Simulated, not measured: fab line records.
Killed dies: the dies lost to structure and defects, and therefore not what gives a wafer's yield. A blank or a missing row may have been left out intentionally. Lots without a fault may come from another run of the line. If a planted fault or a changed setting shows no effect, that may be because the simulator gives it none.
fab line records | flow n5_finfet | part 1 of 2: steps 1 to 4 of 6
record lots=21 | wafers=63 | last_day=17
route steps=1938 shown HKMG_FIN@405 GATE_CUT@469
lots with no fault: from the same line, run without faults
start_h: the number of hours between the record's first day and the start of the first shown wafer of the lot | wait_h: hours elapsed since this lot's preceding step | " unchanged from the row above | L1.1+2: a row that stands for several wafers | - no value present, or no start provided | * or withheld: withheld | < > ~ a bound
route shown NAME@n: NAME is a module with steps in the file, n the number in the route of the first one | usual: mean/standard deviation taken from wafers without a fault | same: alike in all rows | chamber/n: place in a boat | sites: readings site by site | _std_site: how widely they spread, as a standard deviation | _edge_site: inner sites' mean taken away from outer sites' mean | radius_mm: how far each site lies from the wafer's centre | mask NAME#n: copy n | behind: the most recent tool/chamber to have shaped the wafer | hold: reason for holding the lot/hours on hold/outcome of the hold | device: whichever transistor did not switch (one of n, p or np) | end of line: tests of these same wafers at the route's end | where a step has no rows: the recipe by itself | killed: the dies lost at the first sort to structure and to defects; this is not the yield of the wafer | map: shows each die of a wafer: x if killed, . if not, _ if none is there
set.NAME: the setting as run; set.NAME@STEP: as run at that earlier step | model.NAME: the simulator's own value behind a step, which no gauge read
a sample of lots followed through the steps of the route, with each step as a table and each wafer as a row
services: a tool's chamber out of use, with start hour (start_h, from the record's first day; less than 0 if before it), hours out, and reason
## steps
# step N5_HKMG_FIN_STRIP_57
# recipe chemistry=CF4 | resist=SiARC | power_w=300 | bias_power_w=75 | pressure_mtorr=50 | cf4_flow_sccm=150 | rf_frequency_hz=6e+07
# usual drypump_motor_current_A=5.4/0.51 | oes_product_au=0.78/0.09 | rf_fwd_power_W=293.5/1.3 | rf_vpp_V=271.1/1.3 | showerhead_plenum_p_Torr=1.79/0.04 | throttle_valve_pct=13.66/0.27
lot.wafer | tool        | chamber | start_h | wait_h | drypump_motor_current_A | oes_product_au | rf_fwd_power_W | rf_hours_counter_h | rf_vpp_V | showerhead_plenum_p_Torr | throttle_valve_pct
L074.1    | rie_diel-05 | 2       | 75.85   | 0.0    | 4.8                     | 0.76           | 291.3          | 124                | 270.0    | 1.72                     | 13.60
L074.3    | "           | 3       | "       | "      | 6.1                     | 0.74           | -              | 159                | 271.6    | 1.79                     | 13.74
L074.5    | "           | 2       | "       | "      | 4.8                     | 0.76           | 293.3          | -                  | 268.3    | 1.72                     | 13.59
L075.2    | rie_diel-03 | 1       | 78.52   | 0.0    | 5.9                     | 0.70           | -              | 233                | 271.3    | 1.76                     | 13.86
L075.5    | "           | 3       | "       | "      | 5.5                     | 0.73           | 293.3          | -                  | 272.2    | 1.86                     | 13.88
L075.6    | "           | 1       | "       | "      | 5.9                     | 0.69           | -              | -                  | 270.7    | 1.76                     | 13.85
L076.3    | rie_diel-05 | 2       | 83.12   | 0.0    | 4.8                     | 0.75           | 293.1          | 129                | 270.0    | 1.72                     | 13.61
L076.4    | "           | 0       | "       | "      | 5.9                     | 0.93           | 294.5          | -                  | 271.2    | 1.77                     | 13.52
L076.6    | "           | 2       | "       | "      | 4.8                     | 0.76           | 293.3          | -                  | 270.2    | 1.72                     | 13.58
L077.2    | rie_diel-05 | 0       | 90.62   | 0.0    | 5.8                     | 0.92           | 294.5          | 13                 | 272.3    | 1.77                     | 13.52
L077.4    | "           | 1       | "       | "      | 5.1                     | 0.94           | 293.6          | 1                  | 271.6    | 1.83                     | 13.24
L077.6    | "           | 3       | "       | "      | 6.1                     | 0.74           | -              | -                  | 270.7    | 1.79                     | 13.77
L078.4    | rie_diel-05 | 0       | 96.62   | 0.0    | 5.9                     | 0.91           | 296.1          | 15                 | 271.1    | 1.77                     | 13.53
L078.5    | "           | 3       | "       | "      | 6.1                     | 0.74           | -              | -                  | 272.5    | 1.79                     | 13.77
L078.6    | "           | 2       | "       | "      | 4.8                     | 0.75           | 291.5          | -                  | 270.9    | 1.72                     | 13.62
L079.1    | rie_diel-03 | 3       | 102.66  | 0.0    | 5.5                     | 0.72           | 293.5          | 208                | 273.3    | 1.86                     | 13.92
L079.3    | "           | 1       | "       | "      | 5.9                     | 0.69           | -              | 244                | 270.3    | 1.75                     | 13.88
L079.5    | "           | 3       | "       | "      | 5.5                     | 0.71           | 292.3          | -                  | 272.0    | 1.86                     | 13.92
L080.2    | rie_diel-06 | 2       | 109.23  | 0.0    | 4.7                     | 0.68           | -              | 228                | 270.4    | 1.79                     | 14.02
L080.3    | "           | 3       | "       | "      | 4.8                     | 0.72           | -              | 182                | 272.6    | 1.84                     | 13.75
L080.6    | "           | 1       | "       | "      | 5.9                     | 0.70           | -              | -                  | 271.3    | 1.78                     | 13.92
L081.1    | rie_diel-05 | 2       | 115.11  | 0.0    | 4.8                     | 0.74           | 291.4          | 141                | 270.4    | 1.72                     | 13.64
L081.4    | "           | 0       | "       | "      | 5.9                     | 0.89           | 294.4          | 21                 | 269.8    | 1.76                     | 13.55
L081.5    | "           | 3       | "       | "      | 6.1                     | 0.74           | -              | -                  | 271.1    | 1.79                     | 13.78
L082.2    | rie_diel-03 | 2       | 126.74  | 0.0    | 5.8                     | 0.93           | 293.6          | 17                 | 271.7    | 1.81                     | 13.10
L082.4    | "           | 3       | "       | "      | 5.5                     | 0.71           | 293.1          | -                  | 272.6    | 1.86                     | 13.94
L082.5    | "           | 2       | "       | "      | 5.8                     | 0.92           | 294.3          | -                  | 269.8    | 1.81                     | 13.10
L084.1    | rie_diel-06 | 0       | 137.25  | 0.0    | 5.3                     | 0.91           | 293.7          | 18                 | 271.3    | 1.84                     | 13.17
L084.2    | "           | 1       | "       | "      | 5.9                     | 0.69           | -              | 214                | 270.4    | 1.77                     | 13.95
L084.4    | "           | 3       | "       | "      | 4.8                     | 0.70           | -              | 192                | 274.0    | 1.84                     | 13.76
L085.2    | rie_diel-05 | 3       | 142.34  | 0.0    | 6.1                     | 0.73           | -              | 186                | 270.6    | 1.79                     | 13.81
L085.3    | "           | 0       | "       | "      | 5.9                     | 0.88           | 294.2          | 31                 | 269.6    | 1.76                     | 13.56
L085.6    | "           | 2       | "       | "      | 4.8                     | 0.74           | 292.2          | -                  | 271.7    | 1.72                     | 13.65
L086.2    | rie_diel-05 | 2       | 152.03  | 0.0    | 4.8                     | 0.73           | 292.4          | 157                | 270.3    | 1.72                     | 13.66
L086.4    | "           | 0       | "       | "      | 5.9                     | 0.87           | 294.1          | 35                 | 270.8    | 1.76                     | 13.58
L086.5    | "           | 0       | "       | "      | 5.9                     | 0.87           | 293.0          | -                  | 270.0    | 1.76                     | 13.58
L089.2    | rie_diel-06 | 2       | 163.60  | 0.0    | 4.7                     | 0.67           | -              | 248                | 270.9    | 1.78                     | 14.04
L089.5    | "           | 1       | "       | "      | 5.9                     | 0.69           | -              | -                  | 271.7    | 1.77                     | 13.98
L089.6    | "           | 2       | "       | "      | 4.7                     | 0.67           | -              | -                  | 271.3    | 1.78                     | 14.04
L090.2    | rie_diel-06 | 3       | 171.46  | 0.0    | 4.8                     | 0.70           | -              | 205                | 272.9    | 1.83                     | 13.79
L090.3    | "           | 0       | "       | "      | 5.2                     | 0.89           | 291.7          | 30                 | 272.5    | 1.83                     | 13.21
L090.5    | "           | 1       | "       | "      | 5.9                     | 0.69           | -              | -                  | 269.8    | 1.77                     | 13.97
L091.2    | rie_diel-06 | 0       | 175.62  | 0.0    | 5.2                     | 0.87           | 291.0          | 33                 | 272.3    | 1.83                     | 13.21
L091.5    | "           | 3       | "       | "      | 4.8                     | 0.69           | 297.7          | -                  | 274.0    | 1.83                     | 13.77
L091.6    | "           | 0       | "       | "      | 5.3                     | 0.88           | 293.0          | -                  | 272.9    | 1.83                     | 13.22
L092.2    | rie_diel-05 | 2       | 180.02  | 0.0    | 4.8                     | 0.73           | 293.6          | 167                | 269.2    | 1.71                     | 13.68
L092.4    | "           | 3       | "       | "      | 6.1                     | 0.72           | -              | 199                | 269.6    | 1.78                     | 13.83
L092.5    | "           | 1       | "       | "      | 5.1                     | 0.86           | 292.7          | -                  | 271.7    | 1.82                     | 13.32
L093.2    | rie_diel-06 | 1       | 187.39  | 0.0    | 5.9                     | 0.68           | -              | 237                | 271.3    | 1.77                     | 13.99
L093.3    | "           | 0       | "       | "      | 5.3                     | 0.86           | 292.2          | 40                 | 271.0    | 1.83                     | 13.23
L093.6    | "           | 1       | "       | "      | 5.9                     | 0.68           | -              | -                  | 270.4    | 1.77                     | 14.00
L094.2    | rie_diel-05 | 3       | 192.10  | 0.0    | 6.1                     | 0.72           | -              | 203                | 269.2    | 1.78                     | 13.84
L094.3    | "           | 0       | "       | "      | 5.8                     | 0.85           | 294.6          | 47                 | 271.1    | 1.76                     | 13.61
L094.5    | "           | 1       | "       | "      | 5.1                     | 0.85           | 295.2          | -                  | 272.4    | 1.82                     | 13.36
L095.2    | rie_diel-05 | 0       | 200.13  | 0.0    | 5.9                     | 0.85           | 294.9          | 50                 | 270.1    | 1.76                     | 13.62
L095.4    | "           | 1       | "       | "      | 5.1                     | 0.84           | 293.8          | 41                 | 273.3    | 1.82                     | 13.34
L095.5    | "           | 0       | "       | "      | 5.9                     | 0.85           | 294.6          | -                  | 270.2    | 1.76                     | 13.62
L096.1    | rie_diel-03 | 1       | 203.96  | 0.0    | 5.8                     | 0.89           | 293.5          | 22                 | 269.6    | 1.74                     | 13.34
L096.4    | "           | 2       | "       | "      | 5.8                     | 0.87           | 292.2          | 48                 | 273.1    | 1.80                     | 13.17
L096.6    | "           | 2       | "       | "      | 5.8                     | 0.87           | 294.4          | -                  | 271.3    | 1.80                     | 13.17
L097.3    | rie_diel-05 | 2       | 210.45  | 0.0    | 4.8                     | 0.72           | 292.0          | 177                | 269.3    | 1.71                     | 13.71
L097.4    | "           | 0       | "       | "      | 5.8                     | 0.84           | 295.4          | 55                 | 270.7    | 1.76                     | 13.62
L097.6    | "           | 2       | "       | "      | 4.8                     | 0.72           | 294.3          | -                  | 268.8    | 1.71                     | 13.70
# step N5_HKMG_FIN_ALD_79
# recipe material=TiN | target_thk_a=15 | temp_c=400 | ald_precursor_family=TiCl4 | ald_co_reactant=NH3 | pulse_time_s=1 | purge_time_s=3 | co_reactant_purge_time_s=2 | co_reactant_pulse_time_s=2 | ald_cycles=68 | pressure_torr=3
# usual heater_power_w=901/100 | precursor_pulse_height_rel=0.998/0.021
lot.wafer | tool         | chamber | start_h | wait_h | heater_power_w | precursor_pulse_height_rel
L074.1    | ald_metal-01 | 2       | 76.95   | 0.0    | 981            | 0.998
L074.3    | "            | 3       | "       | "      | 937            | 1.018
L074.5    | "            | 2       | "       | "      | 1016           | 0.967
L075.2    | ald_metal-01 | 3       | 79.86   | 0.0    | 946            | 0.986
L075.5    | "            | 2       | "       | "      | 1001           | 1.010
L075.6    | "            | 3       | "       | "      | 949            | 1.016
L076.3    | ald_metal-04 | 2       | 84.20   | 0.0    | 824            | 1.000
L076.4    | "            | 1       | "       | "      | 782            | 0.965
L076.6    | "            | 1       | "       | "      | 785            | 0.969
L077.2    | ald_metal-04 | 2       | 91.71   | 0.0    | 833            | 1.011
L077.4    | "            | 1       | "       | "      | 794            | 1.012
L077.6    | "            | 3       | "       | "      | 971            | 0.954
L078.4    | ald_metal-02 | 1       | 97.71   | 0.0    | 692            | 0.957
L078.5    | "            | 3       | "       | "      | 847            | 1.015
L078.6    | "            | 0       | "       | "      | 1004           | 1.041
L079.1    | ald_metal-02 | 3       | 103.75  | 0.0    | 852            | 0.991
L079.3    | "            | 2       | "       | "      | 925            | 1.015
L079.5    | "            | 0       | "       | "      | 978            | 0.994
L080.2    | ald_metal-04 | 2       | 110.32  | 0.0    | 808            | 1.036
L080.3    | "            | 3       | "       | "      | 988            | 0.986
L080.6    | "            | 1       | "       | "      | 771            | 1.028
L081.1    | ald_metal-01 | 1       | 116.19  | 0.0    | 790            | 1.010
L081.4    | "            | 0       | "       | "      | 1061           | 0.990
L081.5    | "            | 3       | "       | "      | 941            | 0.995
L082.2    | ald_metal-04 | 2       | 127.83  | 0.0    | 819            | 1.019
L082.4    | "            | 1       | "       | "      | 774            | 1.016
L082.5    | "            | 2       | "       | "      | 820            | 1.022
L084.1    | ald_metal-01 | 1       | 138.34  | 0.0    | 815            | 1.048
L084.2    | "            | 0       | "       | "      | 1050           | 0.998
L084.4    | "            | 2       | "       | "      | 1007           | 1.001
L085.2    | ald_metal-01 | 1       | 143.43  | 0.0    | 817            | 1.004
L085.3    | "            | 3       | "       | "      | 894            | 1.014
L085.6    | "            | 0       | "       | "      | 1029           | 1.005
L086.2    | ald_metal-02 | 2       | 153.12  | 0.0    | 932            | 1.006
L086.4    | "            | 1       | "       | "      | 685            | 1.026
L086.5    | "            | 3       | "       | "      | 858            | 1.012
L089.2    | ald_metal-02 | 1       | 164.69  | 0.0    | 701            | 0.998
L089.5    | "            | 3       | "       | "      | 855            | 0.968
L089.6    | "            | 0       | "       | "      | 1035           | 1.019
L090.2    | ald_metal-02 | 3       | 172.67  | 0.0    | 867            | 0.998
L090.3    | "            | 1       | "       | "      | 692            | 0.989
L090.5    | "            | 0       | "       | "      | 994            | 1.023
L091.2    | ald_metal-02 | 1       | 176.70  | 0.0    | 701            | 0.975
L091.5    | "            | 2       | "       | "      | 921            | 1.042
L091.6    | "            | 3       | "       | "      | 840            | 1.011
L092.2    | ald_metal-02 | 3       | 181.19  | 0.0    | 887            | 0.990
L092.4    | "            | 2       | "       | "      | 937            | 1.011
L092.5    | "            | 2       | "       | "      | 915            | 1.001
L093.2    | ald_metal-04 | 1       | 188.48  | 0.0    | 774            | 0.973
L093.3    | "            | 0       | "       | "      | 957            | 1.019
L093.6    | "            | 0       | "       | "      | 954            | 0.974
L094.2    | ald_metal-01 | 1       | 193.18  | 0.0    | 806            | 1.009
L094.3    | "            | 0       | "       | "      | 1036           | 1.025
L094.5    | "            | 1       | "       | "      | 809            | 1.003
L095.2    | ald_metal-02 | 2       | 201.21  | 0.0    | 895            | 1.045
L095.4    | "            | 1       | "       | "      | 704            | 0.949
L095.5    | "            | 3       | "       | "      | 849            | 1.007
L096.1    | ald_metal-02 | 3       | 205.04  | 0.0    | 859            | 0.964
L096.4    | "            | 1       | "       | "      | 694            | 0.989
L096.6    | "            | 3       | "       | "      | 836            | 0.967
L097.3    | ald_metal-04 | 1       | 211.54  | 0.0    | 764            | 0.984
L097.4    | "            | 1       | "       | "      | 785            | 0.979
L097.6    | "            | 3       | "       | "      | 989            | 1.007
# step N5_HKMG_FIN_ALD_71
# recipe material=TiN | target_thk_a=10 | temp_c=400 | ald_precursor_family=TiCl4 | ald_co_reactant=NH3 | pulse_time_s=1 | purge_time_s=3 | co_reactant_purge_time_s=2 | co_reactant_pulse_time_s=2 | ald_cycles=47 | pressure_torr=3
# usual heater_power_w=904/100 | precursor_pulse_height_rel=1.002/0.02
lot.wafer | tool         | chamber | start_h | wait_h | heater_power_w | precursor_pulse_height_rel
L074.1    | ald_metal-04 | 0       | 81.61   | 0.0    | 950            | 1.006
L074.3    | "            | 2       | "       | "      | 822            | 0.982
L074.5    | "            | 1       | "       | "      | 785            | 1.000
L075.2    | ald_metal-01 | 3       | 84.20   | 0.0    | 911            | 1.001
L075.5    | "            | 0       | "       | "      | 1101           | 0.996
L075.6    | "            | 3       | "       | "      | 927            | 0.973
L076.3    | ald_metal-04 | 1       | 88.62   | 0.0    | 779            | 0.968
L076.4    | "            | 0       | "       | "      | 969            | 0.969
L076.6    | "            | 0       | "       | "      | 976            | 0.962
L077.2    | ald_metal-01 | 2       | 95.96   | 0.0    | 1015           | 0.998
L077.4    | "            | 1       | "       | "      | 808            | 1.009
L077.6    | "            | 3       | "       | "      | 926            | 0.982
L078.4    | ald_metal-02 | 3       | 102.33  | 0.0    | 851            | 1.053
L078.5    | "            | 2       | "       | "      | 942            | 0.998
L078.6    | "            | 1       | "       | "      | 692            | 0.989
L079.1    | ald_metal-04 | 1       | 107.72  | 0.0    | 785            | 1.019
L079.3    | "            | 0       | "       | "      | 980            | 1.008
L079.5    | "            | 2       | "       | "      | 823            | 1.028
L080.2    | ald_metal-02 | 0       | 114.59  | 0.0    | 979            | 1.005
L080.3    | "            | 1       | "       | "      | 700            | 1.036
L080.6    | "            | 3       | "       | "      | 869            | 1.006
L081.1    | ald_metal-01 | 1       | 120.42  | 0.0    | 833            | 1.021
L081.4    | "            | 0       | "       | "      | 1049           | 1.007
L081.5    | "            | 2       | "       | "      | 999            | 0.989
L082.2    | ald_metal-04 | 0       | 132.19  | 0.0    | 978            | 0.994
L082.4    | "            | 2       | "       | "      | 805            | 0.990
L082.5    | "            | 2       | "       | "      | 822            | 1.033
L084.1    | ald_metal-02 | 2       | 142.35  | 0.0    | 914            | 1.011
L084.2    | "            | 1       | "       | "      | 705            | 1.024
L084.4    | "            | 0       | "       | "      | 983            | 1.002
L085.2    | ald_metal-02 | 0       | 148.04  | 0.0    | 982            | 0.983
L085.3    | "            | 1       | "       | "      | 698            | 1.001
L085.6    | "            | 3       | "       | "      | 881            | 0.987
L086.2    | ald_metal-02 | 2       | 157.06  | 0.0    | 912            | 0.999
L086.4    | "            | 3       | "       | "      | 849            | 0.984
L086.5    | "            | 1       | "       | "      | 703            | 1.011
L089.2    | ald_metal-02 | 3       | 168.80  | 0.0    | 890            | 0.967
L089.5    | "            | 0       | "       | "      | 994            | 0.988
L089.6    | "            | 1       | "       | "      | 700            | 0.989
L090.2    | ald_metal-01 | 0       | 176.85  | 0.0    | 1071           | 1.023
L090.3    | "            | 1       | "       | "      | 826            | 0.985
L090.5    | "            | 1       | "       | "      | 808            | 1.008
L091.2    | ald_metal-04 | 1       | 181.43  | 0.0    | 792            | 0.982
L091.5    | "            | 2       | "       | "      | 818            | 0.989
L091.6    | "            | 3       | "       | "      | 1003           | 1.015
L092.2    | ald_metal-04 | 2       | 185.24  | 0.0    | 813            | 0.961
L092.4    | "            | 3       | "       | "      | 1007           | 1.016
L092.5    | "            | 0       | "       | "      | 965            | 0.992
L093.2    | ald_metal-04 | 3       | 192.77  | 0.0    | 983            | 0.991
L093.3    | "            | 2       | "       | "      | 811            | 0.993
L093.6    | "            | 1       | "       | "      | 778            | 1.030
L094.2    | ald_metal-01 | 3       | 197.22  | 0.0    | 964            | 1.044
L094.3    | "            | 2       | "       | "      | 999            | 1.016
L094.5    | "            | 2       | "       | "      | 1000           | 0.975
L095.2    | ald_metal-01 | 2       | 205.35  | 0.0    | 1021           | 0.975
L095.4    | "            | 1       | "       | "      | 826            | 1.017
L095.5    | "            | 0       | "       | "      | 1058           | 0.978
L096.1    | ald_metal-04 | 1       | 209.27  | 0.0    | 778            | 1.004
L096.4    | "            | 1       | "       | "      | 760            | 1.006
L096.6    | "            | 3       | "       | "      | 983            | 1.013
L097.3    | ald_metal-01 | 3       | 215.60  | 0.0    | 938            | 0.991
L097.4    | "            | 0       | "       | "      | 1058           | 1.019
L097.6    | "            | 3       | "       | "      | 945            | 0.949
# step N5_HKMG_FIN_STRIP_90
# recipe chemistry=N2/H2 | material=SOC | time_s=20 | power_w=500 | temp_c=40 | pressure_mtorr=50 | rf_frequency_hz=6e+07 | bias_power_w=8 | h2_frac=0.5 | n2_flow_sccm=300 | h2_flow_sccm=300
# usual drypump_motor_current_A=5.4/0.5 | oes_product_au=0.79/0.12 | rf_fwd_power_W=497.2/1.7 | rf_vpp_V=54.2/0.78 | showerhead_plenum_p_Torr=3.36/0.095 | throttle_valve_pct=19.2/0.41
lot.wafer | tool        | chamber | start_h | wait_h | drypump_motor_current_A | oes_product_au | rf_fwd_power_W | rf_hours_counter_h | rf_vpp_V | showerhead_plenum_p_Torr | throttle_valve_pct
L074.1    | rie_diel-05 | 2       | 82.07   | 0.0    | 4.8                     | 0.79           | 495.2          | 128                | 55.0     | 3.21                     | 19.2
L074.3    | "           | 3       | "       | "      | 6.1                     | 0.72           | 499.6          | 162                | 55.3     | 3.36                     | 19.5
L074.5    | "           | 2       | "       | "      | 4.8                     | 0.79           | 495.4          | -                  | 54.1     | 3.22                     | 19.2
L075.2    | rie_diel-06 | 3       | 84.61   | 0.0    | 4.9                     | 0.71           | 499.3          | 173                | 52.6     | 3.48                     | 18.9
L075.5    | "           | 2       | "       | "      | 4.7                     | 0.70           | 498.1          | -                  | 53.8     | 3.30                     | 19.0
L075.6    | "           | 1       | "       | "      | 5.9                     | 0.68           | 497.1          | -                  | 54.2     | 3.29                     | 19.0
L076.3    | rie_diel-03 | 3       | 89.10   | 0.0    | 5.5                     | 0.72           | 496.5          | 203                | 53.7     | 3.50                     | 19.7
L076.4    | "           | 3       | "       | "      | 5.5                     | 0.71           | 495.4          | -                  | 55.0     | 3.50                     | 19.7
L076.6    | "           | 1       | "       | "      | 5.9                     | 0.69           | 495.5          | -                  | 54.4     | 3.29                     | 19.2
L077.2    | rie_diel-06 | 1       | 96.36   | 0.0    | 5.9                     | 0.70           | 495.9          | 199                | 53.9     | 3.29                     | 19.0
L077.4    | "           | 0       | "       | "      | 5.3                     | 0.97           | 494.3          | 10                 | 53.3     | 3.45                     | 19.0
L077.6    | "           | 2       | "       | "      | 4.7                     | 0.70           | 500.7          | -                  | 54.0     | 3.30                     | 19.0
L078.4    | rie_diel-05 | 1       | 103.09  | 0.0    | 5.1                     | 0.92           | 498.3          | 5                  | 53.5     | 3.43                     | 18.8
L078.5    | "           | 2       | "       | "      | 4.8                     | 0.78           | 494.0          | -                  | 53.8     | 3.21                     | 19.2
L078.6    | "           | 1       | "       | "      | 5.1                     | 0.91           | 497.7          | -                  | 54.2     | 3.43                     | 18.7
L079.1    | rie_diel-06 | 2       | 108.12  | 0.0    | 4.7                     | 0.69           | 496.1          | 228                | 53.7     | 3.30                     | 19.0
L079.3    | "           | 3       | "       | "      | 4.8                     | 0.71           | 499.9          | 182                | 54.3     | 3.48                     | 18.9
L079.5    | "           | 1       | "       | "      | 5.9                     | 0.69           | 498.4          | -                  | 54.4     | 3.29                     | 19.0
L080.2    | rie_diel-03 | 3       | 115.02  | 0.1    | 5.5                     | 0.71           | 496.6          | 213                | 53.9     | 3.49                     | 19.7
L080.3    | "           | 2       | "       | "      | 5.8                     | 0.95           | 495.2          | -                  | 53.4     | 3.46                     | 20.0
L080.6    | "           | 2       | "       | "      | 5.8                     | 0.95           | 494.2          | -                  | 55.6     | 3.46                     | 20.0
L081.1    | rie_diel-03 | 1       | 120.91  | 0.0    | 5.9                     | 0.67           | 497.3          | 249                | 54.0     | 3.29                     | 19.2
L081.4    | "           | 3       | "       | "      | 5.5                     | 0.71           | 494.7          | -                  | 54.9     | 3.49                     | 19.7
L081.5    | "           | 1       | "       | "      | 5.9                     | 0.67           | 497.2          | -                  | 55.2     | 3.29                     | 19.2
L082.2    | rie_diel-05 | 2       | 132.59  | 0.0    | 4.8                     | 0.77           | 495.4          | 148                | 54.4     | 3.20                     | 19.3
L082.4    | "           | 0       | "       | "      | 5.9                     | 0.90           | 498.2          | 28                 | 53.8     | 3.26                     | 18.5
L082.5    | "           | 2       | "       | "      | 4.8                     | 0.77           | 496.6          | -                  | 54.5     | 3.20                     | 19.3
L084.1    | rie_diel-06 | 2       | 142.75  | 0.0    | 4.7                     | 0.68           | 497.0          | 240                | 53.9     | 3.29                     | 19.1
L084.2    | "           | 0       | "       | "      | 5.3                     | 0.95           | 496.5          | 20                 | 55.8     | 3.44                     | 19.0
L084.4    | "           | 1       | "       | "      | 5.9                     | 0.67           | 498.5          | 216                | 52.4     | 3.28                     | 19.0
L085.2    | rie_diel-03 | 2       | 148.46  | 0.0    | 5.8                     | 0.92           | 495.6          | 27                 | 54.5     | 3.45                     | 20.0
L085.3    | "           | 1       | "       | "      | 5.9                     | 1.00           | 497.8          | 0                  | 53.4     | 3.29                     | 18.8
L085.6    | "           | 1       | "       | "      | 5.9                     | 1.00           | 495.6          | -                  | 54.6     | 3.29                     | 18.8
L086.2    | rie_diel-06 | 1       | 157.46  | 0.0    | 5.9                     | 0.67           | 497.5          | 221                | 54.9     | 3.28                     | 19.0
L086.4    | "           | 3       | "       | "      | 4.8                     | 0.69           | 496.6          | 199                | 53.4     | 3.47                     | 18.9
L086.5    | "           | 0       | "       | "      | 5.3                     | 0.92           | 496.2          | -                  | 55.5     | 3.44                     | 19.1
L089.2    | rie_diel-05 | 0       | 169.20  | 0.0    | 5.9                     | 0.89           | 499.3          | 40                 | 54.3     | 3.26                     | 18.5
L089.5    | "           | 2       | "       | "      | 4.9                     | 0.75           | 495.1          | -                  | 53.3     | 3.20                     | 19.3
L089.6    | "           | 3       | "       | "      | 6.1                     | 0.69           | 499.9          | -                  | 54.2     | 3.35                     | 19.5
L090.2    | rie_diel-03 | 2       | 177.29  | 0.0    | 5.8                     | 0.90           | 498.0          | 39                 | 55.0     | 3.44                     | 20.0
L090.3    | "           | 0       | "       | "      | 6.3                     | 0.98           | 496.9          | 1                  | 53.2     | 3.31                     | 19.1
L090.5    | "           | 2       | "       | "      | 5.8                     | 0.90           | 498.6          | -                  | 53.7     | 3.44                     | 20.0
L091.2    | rie_diel-06 | 3       | 181.83  | 0.0    | 4.8                     | 0.69           | 499.6          | 212                | 54.9     | 3.46                     | 19.0
L091.5    | "           | 0       | "       | "      | 5.3                     | 0.91           | 497.7          | -                  | 55.3     | 3.43                     | 19.1
L091.6    | "           | 1       | "       | "      | 5.9                     | 0.66           | 497.6          | -                  | 52.7     | 3.27                     | 19.1
L092.2    | rie_diel-06 | 1       | 185.63  | 0.0    | 5.9                     | 0.65           | 497.0          | 236                | 53.5     | 3.27                     | 19.1
L092.4    | "           | 1       | "       | "      | 5.9                     | 0.65           | 497.5          | -                  | 54.2     | 3.27                     | 19.1
L092.5    | "           | 3       | "       | "      | 4.8                     | 0.68           | 497.7          | -                  | 54.1     | 3.46                     | 18.9
L093.2    | rie_diel-05 | 1       | 193.17  | 0.0    | 5.1                     | 0.84           | 497.7          | 39                 | 54.8     | 3.41                     | 18.8
L093.3    | "           | 2       | "       | "      | 4.9                     | 0.74           | 494.8          | 172                | 54.7     | 3.19                     | 19.3
L093.6    | "           | 0       | "       | "      | 5.9                     | 0.87           | 497.0          | -                  | 53.7     | 3.25                     | 18.5
L094.2    | rie_diel-03 | 2       | 197.62  | 0.0    | 5.8                     | 0.89           | 495.6          | 47                 | 53.7     | 3.44                     | 20.0
L094.3    | "           | 3       | "       | "      | 5.5                     | 0.69           | 495.3          | 248                | 54.0     | 3.47                     | 19.7
L094.5    | "           | 2       | "       | "      | 5.8                     | 0.89           | 494.6          | -                  | 54.8     | 3.44                     | 20.0
L095.2    | rie_diel-06 | 2       | 205.75  | 0.0    | 4.7                     | 0.96           | 499.8          | 5                  | 54.6     | 3.28                     | 18.7
L095.4    | "           | 1       | "       | "      | 5.9                     | 0.65           | 495.5          | 243                | 54.1     | 3.27                     | 19.1
L095.5    | "           | 0       | "       | "      | 5.3                     | 0.90           | 494.6          | -                  | 54.3     | 3.43                     | 19.1
L096.1    | rie_diel-06 | 1       | 209.68  | 0.0    | 5.9                     | 0.66           | 497.2          | 244                | 55.2     | 3.27                     | 19.1
L096.4    | "           | 2       | "       | "      | 4.7                     | 0.96           | 497.0          | 6                  | 54.9     | 3.28                     | 18.7
L096.6    | "           | 3       | "       | "      | 4.9                     | 0.67           | 496.3          | -                  | 53.3     | 3.45                     | 19.0
L097.3    | rie_diel-06 | 3       | 215.99  | 0.0    | 4.8                     | 0.67           | 498.9          | 225                | 54.4     | 3.45                     | 19.0
L097.4    | "           | 2       | "       | "      | 4.7                     | 0.94           | 498.0          | 9                  | 54.5     | 3.28                     | 18.7
L097.6    | "           | 3       | "       | "      | 4.8                     | 0.67           | 498.0          | -                  | 54.8     | 3.45                     | 19.0
